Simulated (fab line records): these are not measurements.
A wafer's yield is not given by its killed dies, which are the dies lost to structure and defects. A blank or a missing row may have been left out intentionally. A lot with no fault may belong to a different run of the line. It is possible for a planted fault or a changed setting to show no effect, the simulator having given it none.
What tool caused it? || flow nand harc || Sampling: 12 lots, 36 wafers, 4 of 1302 route steps

WHAT THE GAUGES SHOWED, per wafer
NHARC_A_CONTACT_INSPECT_10.
{"lot": "L075", "measured": "day 22 08:48", "on": "defect inspect-02", "raw defect count": "48 51 62"}
{"lot": "L077", "measured": "day 23 22:29", "on": "defect inspect-01", "raw defect count": "58 57 60"}
{"lot": "L078", "measured": "day 24 07:09", "on": "defect inspect-02", "raw defect count": "141 135 157"}
{"lot": "L082", "measured": "day 25 17:28", "on": "defect inspect-01", "raw defect count": "112 125 129"}
{"lot": "L083", "measured": "day 26 00:27", "on": "defect inspect-02", "raw defect count": "81 90 84"}
{"lot": "L085", "measured": "day 27 02:42", "on": "defect inspect-01", "raw defect count": "92 78 80"}
{"lot": "L088", "measured": "day 27 19:30", "on": "defect inspect-01", "raw defect count": "79 50 76"}
{"lot": "L089", "measured": "day 27 22:27", "on": "defect inspect-01", "raw defect count": "112 143 156"}
{"lot": "L091", "measured": "day 29 03:10", "on": "defect inspect-01", "raw defect count": "107 117 119"}
{"lot": "L092", "measured": "day 29 18:47", "on": "defect inspect-02", "raw defect count": "65 72 50"}
{"lot": "L095", "measured": "day 30 21:53", "on": "defect inspect-02", "raw defect count": "27 32 20"}
{"lot": "L096", "measured": "day 31 09:31", "on": "defect inspect-02", "raw defect count": "100 101 106"}

WHICH TOOL RAN EACH LOT (tool, then ch and the chambers of the sampled wafers, then the start)
{"lot": "L075", "NHARC_A_CONTACT_ETCH_76": "rie diel-10 ch 0,1,2, day 22 02:58 or earlier", "NHARC_A_CONTACT_ETCH_125": "har cap etch-02 ch 0, day 22 02:58", "NHARC_A_CONTACT_STRIP_82": "rie diel-13 ch 1,2, day 22 08:48 or earlier"}
{"lot": "L077", "NHARC_A_CONTACT_ETCH_76": "rie diel-13 ch 1,2, day 23 15:35 or earlier", "NHARC_A_CONTACT_ETCH_125": "har cap etch-02 ch 1, day 23 15:35", "NHARC_A_CONTACT_STRIP_82": "rie diel-13 ch 0,1,2, day 23 22:29 or earlier"}
{"lot": "L078", "NHARC_A_CONTACT_ETCH_76": "rie diel-13 ch 0,2, day 23 22:56 or earlier", "NHARC_A_CONTACT_ETCH_125": "har cap etch-01 ch 0,1, day 23 22:56", "NHARC_A_CONTACT_STRIP_82": "rie diel-13 ch 1,3, day 24 07:09 or earlier"}
{"lot": "L082", "NHARC_A_CONTACT_ETCH_76": "rie diel-11 ch 0,2, day 25 10:16 or earlier", "NHARC_A_CONTACT_ETCH_125": "har cap etch-02 ch 0,1, day 25 10:16", "NHARC_A_CONTACT_STRIP_82": "rie diel-10 ch 1,2,3, day 25 17:28 or earlier"}
{"lot": "L083", "NHARC_A_CONTACT_ETCH_76": "rie diel-13 ch 0,1,2, day 25 15:24 or earlier", "NHARC_A_CONTACT_ETCH_125": "har cap etch-03 ch 0,1, day 25 15:24", "NHARC_A_CONTACT_STRIP_82": "rie diel-11 ch 0,1,2, day 26 00:27 or earlier"}
{"lot": "L085", "NHARC_A_CONTACT_ETCH_76": "rie diel-13 ch 0,1,3, day 26 19:04 or earlier", "NHARC_A_CONTACT_ETCH_125": "har cap etch-01 ch 0,1, day 26 19:04", "NHARC_A_CONTACT_STRIP_82": "rie diel-13 ch 1,2,3, day 27 02:42 or earlier"}
{"lot": "L088", "NHARC_A_CONTACT_ETCH_76": "rie diel-13 ch 0,2, day 27 13:16 or earlier", "NHARC_A_CONTACT_ETCH_125": "har cap etch-01 ch 0,1, day 27 13:16", "NHARC_A_CONTACT_STRIP_82": "rie diel-11 ch 0,3, day 27 19:30 or earlier"}
{"lot": "L089", "NHARC_A_CONTACT_ETCH_76": "rie diel-13 ch 0,1,3, day 27 16:32 or earlier", "NHARC_A_CONTACT_ETCH_125": "har cap etch-02 ch 0,1, day 27 16:32", "NHARC_A_CONTACT_STRIP_82": "rie diel-13 ch 0,1,3, day 27 22:27 or earlier"}
{"lot": "L091", "NHARC_A_CONTACT_ETCH_76": "rie diel-10 ch 0,1,3, day 28 16:40 or earlier", "NHARC_A_CONTACT_ETCH_125": "har cap etch-01 ch 0,1, day 28 16:40", "NHARC_A_CONTACT_STRIP_82": "rie diel-10 ch 0,1,3, day 29 03:10 or earlier"}
{"lot": "L092", "NHARC_A_CONTACT_ETCH_76": "rie diel-10 ch 0,2, day 29 11:58 or earlier", "NHARC_A_CONTACT_ETCH_125": "har cap etch-02 ch 0,1, day 29 11:58", "NHARC_A_CONTACT_STRIP_82": "rie diel-11 ch 0,2,3, day 29 18:47 or earlier"}
{"lot": "L095", "NHARC_A_CONTACT_ETCH_76": "rie diel-13 ch 0,1,3, day 30 14:00 or earlier", "NHARC_A_CONTACT_ETCH_125": "har cap etch-02 ch 1, day 30 14:00", "NHARC_A_CONTACT_STRIP_82": "rie diel-13 ch 0,2, day 30 21:53 or earlier"}
{"lot": "L096", "NHARC_A_CONTACT_ETCH_76": "rie diel-13 ch 0,2, day 30 22:43 or earlier", "NHARC_A_CONTACT_ETCH_125": "har cap etch-03 ch 0,1, day 30 22:43", "NHARC_A_CONTACT_STRIP_82": "rie diel-13 ch 0,1,3, day 31 09:31 or earlier"}
- NHARC_A_CONTACT_ETCH_76: etches the open film in N2/H2, target depth 260 nm, time 475.3 s.
- NHARC_A_CONTACT_ETCH_125: etches the open film in C4F8/O2/Ar, time 197 s, target depth 1918 nm.
- NHARC_A_CONTACT_STRIP_82: strips in O2.

THE ANSWER, worked out from the rows above alone
Rule: the usual values come from the lots themselves. Put in order of their means at a reading, lots are off if they are a third of the lots or fewer, leave a main group of 4 or more, and stand apart from it by a gap of 3 or more times the standard deviation of the main group's means; of several such gaps the widest counts. The tables above print the reading to a certain number of digits; a main group whose means all agree to those digits is not used. A lot without any number at a reading at which 4 lots or more have one is off too. Where the step has rows for the other lots, those lots are counted as sound.
No lot is off at any reading shown: from this, nothing can be told.

WHAT THE SIMULATOR HAD PUT IN
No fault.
